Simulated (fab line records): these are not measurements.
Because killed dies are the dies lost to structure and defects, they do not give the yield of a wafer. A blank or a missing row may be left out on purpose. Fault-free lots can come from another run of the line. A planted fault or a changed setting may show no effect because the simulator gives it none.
Which of the tools did it? ; flow nand-harc ; 30 wafers from 10 lots sampled at 2 of the route's 1302 steps

## WHAT THE GAUGES READ, wafer by wafer
NHARC_P_CONTACT_INSPECT_27.
lot;measured;on;raw-defect-count
L076;day 6 17:28;defect-inspect-01;288 212 257
L078;day 7 17:45;defect-inspect-02;232 684 245
L080;day 8 13:11;defect-inspect-01;356 264 265
L082;day 9 10:34;defect-inspect-01;540 420 389
L084;day 10 11:01;defect-inspect-02;370 409 313
L088;day 12 03:34;defect-inspect-02;270 379 269
L090;day 12 19:03;defect-inspect-01;275 145 346
L092;day 13 14:41;defect-inspect-02;271 372 488
L094;day 14 11:05;defect-inspect-01;322 411 248
L096;day 15 05:23;defect-inspect-02;232 137 210

## TOOL THAT RAN EACH LOT (tool first, then ch and the chambers of the sampled wafers, then the start)
lot;NHARC_P_CONTACT_ETCH_31
L076;rie-diel-04 ch 0,1,3, day 6 17:28 or earlier
L078;rie-diel-13 ch 1,2,3, day 7 17:45 or earlier
L080;rie-diel-06 ch 0,2,3, day 8 13:11 or earlier
L082;rie-diel-04 ch 0,2, day 9 08:11
L084;rie-diel-04 ch 0,1, day 10 11:01 or earlier
L088;rie-diel-13 ch 0,1, day 12 03:34 or earlier
L090;rie-diel-04 ch 0,2,3, day 12 19:03 or earlier
L092;rie-diel-06 ch 0,2, day 13 14:41 or earlier
L094;rie-diel-04 ch 0,3, day 14 11:05 or earlier
L096;rie-diel-04 ch 0,1,2, day 15 05:23 or earlier
- NHARC_P_CONTACT_ETCH_31: etches the open film in CH3F/O2, target depth 30 nm, time 85.7 s.

## THE ANSWER, worked out from the rows above alone
Rule: usual is defined by the lots themselves. Put in order of their means at a reading, lots are off if they are a third of the lots or fewer, leave a main group of 4 or more, and stand apart from it by a gap of 3 or more times the standard deviation of the main group's means; of several such gaps the widest counts. The tables above print the reading to a certain number of digits; a main group whose means all agree to those digits is not used. Also off: a lot with no number at a reading for which 4 or more lots have one. All remaining lots with rows at the step are treated as sound.
None of the lots is off at any reading shown; this tells nothing.

## WHAT THE SIMULATOR HAD PUT IN
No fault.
